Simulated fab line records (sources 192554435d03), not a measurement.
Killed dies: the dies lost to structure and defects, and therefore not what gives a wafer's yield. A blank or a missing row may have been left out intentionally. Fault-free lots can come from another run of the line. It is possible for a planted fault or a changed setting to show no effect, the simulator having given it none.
A single fault, viewed from 2 desks || flow n5_finfet || each desk has only its own numbers; what lay behind them comes last

== METROLOGY DESK ==
What the gauges read for every lot (on any tool): the sampled wafers with a number, averaged. The brackets show how far a lot's mean lies from the usual mean; more than 4 standard deviations puts the lot out of limits, marked OUT.
Columns: A = M3_RS at N5_BEOL_M3_RS_MEAS_58, usual 0.67 ohm/sq; B = M4_ILD_THK at N5_BEOL_M4_THK_MEAS_01, usual 78.9 nm; C = cd_nm at N5_BEOL_M4_CD_MEAS_11, usual 16.83 nm; D = M4_OVL at N5_BEOL_M4_OVL_MEAS_12, usual 0.0 nm
{"lot": "L824", "first seen here": "day 8 20:01", "A": 0.66, "B": 77.7, "C": 17.03, "D": 0.4}
{"lot": "L826", "first seen here": "day 9 00:31", "A": 0.63, "B": 79.9, "C": 16.71, "D": -0.4}
{"lot": "L829", "first seen here": "day 9 18:04", "A": 0.69, "B": 78.7, "C": 16.88, "D": -0.1}
{"lot": "L838", "first seen here": "day 11 18:40", "A": 0.69, "B": 78.6, "C": 16.85, "D": 0.3}
{"lot": "L840", "first seen here": "day 12 10:02", "A": 0.67, "B": 79.5, "C": 16.79, "D": -0.4}
{"lot": "L842", "first seen here": "day 12 22:02", "A": 0.66, "B": 79.5, "C": 17.03, "D": 0.2}
This desk's finding: nothing out of limits on any of the 6 lots.

== DESK OF THE TOOL OWNER: pvd_sputter-03 ==
The tool's own readings at N5_BEOL_M3_SPUTTER_92 (material Cu, target thk 4.5 nm, time 8.29 s): means of the sampled wafers that have a number, for each lot that ran on this tool. The brackets show how far a lot's mean lies from the usual mean; more than 4 standard deviations puts the lot out of limits, marked OUT.
Columns: A = chamber_pressure_pa at N5_BEOL_M3_SPUTTER_92, usual 0.07001 Pa; B = throttle_valve_pct at N5_BEOL_M3_SPUTTER_92, usual 30.3 %
{"lot": "L824", "first seen here": "day 8 18:30", "A": 0.07011, "B": 30.9}
{"lot": "L826", "first seen here": "day 8 22:58", "A": 0.06998, "B": 31.0}
{"lot": "L829", "first seen here": "day 9 16:35", "A": 0.07006, "B": 30.6}
This desk's finding: nothing out of limits on any of the 3 lots.

== ALL TOGETHER ==
From the metrology desk's view, nothing was out of limits.
The tool owner's desk saw nothing out of limits.

== WHAT WAS PUT IN BY THE SIMULATOR ==
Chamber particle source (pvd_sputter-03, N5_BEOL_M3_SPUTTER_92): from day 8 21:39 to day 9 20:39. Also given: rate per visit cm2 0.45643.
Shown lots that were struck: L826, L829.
